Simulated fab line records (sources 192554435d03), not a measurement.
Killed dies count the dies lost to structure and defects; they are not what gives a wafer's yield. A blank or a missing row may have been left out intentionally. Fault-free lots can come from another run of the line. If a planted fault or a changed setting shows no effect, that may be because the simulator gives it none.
Matching of chambers + flow n5Finfet + N5_BEOL_M15_STRIP_36 on rieDiel-02 has 4 sister chambers
The step strips in O2. 15 wafers are shown with their chamber, then 7 later ones without.

## EACH WAFER AND ITS CHAMBER
| wafer  | chamber | showerheadPlenumPTorr (Torr) | drypumpMotorCurrentA (A) | throttleValvePct (%) |
|--------|---------|------------------------------|--------------------------|----------------------|
| L644.3 | 3       | 2.09                         | 5.4                      | 16.81                |
| L644.4 | 0       | 1.92                         | 5.0                      | 16.82                |
| L644.5 | 0       | 1.92                         | 5.0                      | 16.87                |
| L646.1 | 0       | 1.92                         | 5.0                      | 16.85                |
| L646.2 | 1       | 2.05                         | 5.2                      | 16.34                |
| L646.4 | 3       | 2.09                         | 5.4                      | 16.82                |
| L648.2 | 2       | 2.05                         | 5.8                      | 16.20                |
| L648.3 | 3       | 2.09                         | 5.4                      | 16.82                |
| L648.6 | 1       | 2.04                         | 5.2                      | 16.34                |
| L649.2 | 2       | 2.05                         | 5.7                      | 16.20                |
| L649.3 | 1       | 2.04                         | 5.2                      | 16.33                |
| L649.4 | 0       | 1.92                         | 5.0                      | 16.85                |
| L654.2 | 0       | 1.92                         | 5.0                      | 16.93                |
| L654.4 | 1       | 2.04                         | 5.2                      | 16.38                |
| L654.6 | 3       | 2.09                         | 5.4                      | 16.85                |

SIGNATURES (averages over the wafers above)
| reading               | chamber 0 | chamber 1 | chamber 2 | chamber 3 | scatter within a chamber |
|-----------------------|-----------|-----------|-----------|-----------|--------------------------|
| showerheadPlenumPTorr | 1.9200    | 2.0425    | 2.0500    | 2.0900    | 0.00261                  |
| drypumpMotorCurrentA  | 5.000     | 5.200     | 5.750     | 5.400     | 0.0213                   |
| throttleValvePct      | 16.8640   | 16.3475   | 16.2000   | 16.8250   | 0.0288                   |
Rule: a wafer lies at a distance from a chamber equal to the root of the sum of squares, over the readings, of (its reading less the chamber's mean, divided by the reading's scatter). The wafer belongs to the nearest chamber; if the next one is less than 2 further off, it can't be placed. The scatter: take each reading less its chamber's mean, square it, sum over the shown wafers, divide by the number of wafers less the number of chambers, and take the root.

## WAFERS WITHOUT THEIR CHAMBER
| wafer  | showerheadPlenumPTorr (Torr) | drypumpMotorCurrentA (A) | throttleValvePct (%) |
|--------|------------------------------|--------------------------|----------------------|
| L659.4 | 2.08                         | 5.5                      | 16.87                |
| L659.5 | 2.04                         | 5.2                      | 16.39                |
| L659.6 | 2.04                         | 5.7                      | 16.25                |
| L663.4 | 2.08                         | 5.4                      | 16.87                |
| L663.6 | 1.91                         | 5.0                      | 16.91                |
| L666.4 | 2.03                         | 5.2                      | 16.45                |
| L666.6 | 2.03                         | 5.2                      | 16.45                |

## EACH ONE'S CHAMBER
| wafer  | from the rows above | in truth |
|--------|---------------------|----------|
| L659.4 | 3                   | 3        |
| L659.5 | 1                   | 1        |
| L659.6 | 2                   | 2        |
| L663.4 | 3                   | 3        |
| L663.6 | 0                   | 0        |
| L666.4 | 1                   | 1        |
| L666.6 | 1                   | 1        |
7 of 7 placed correctly. Left unplaced by these rows: 0. Placed wrongly: 0.
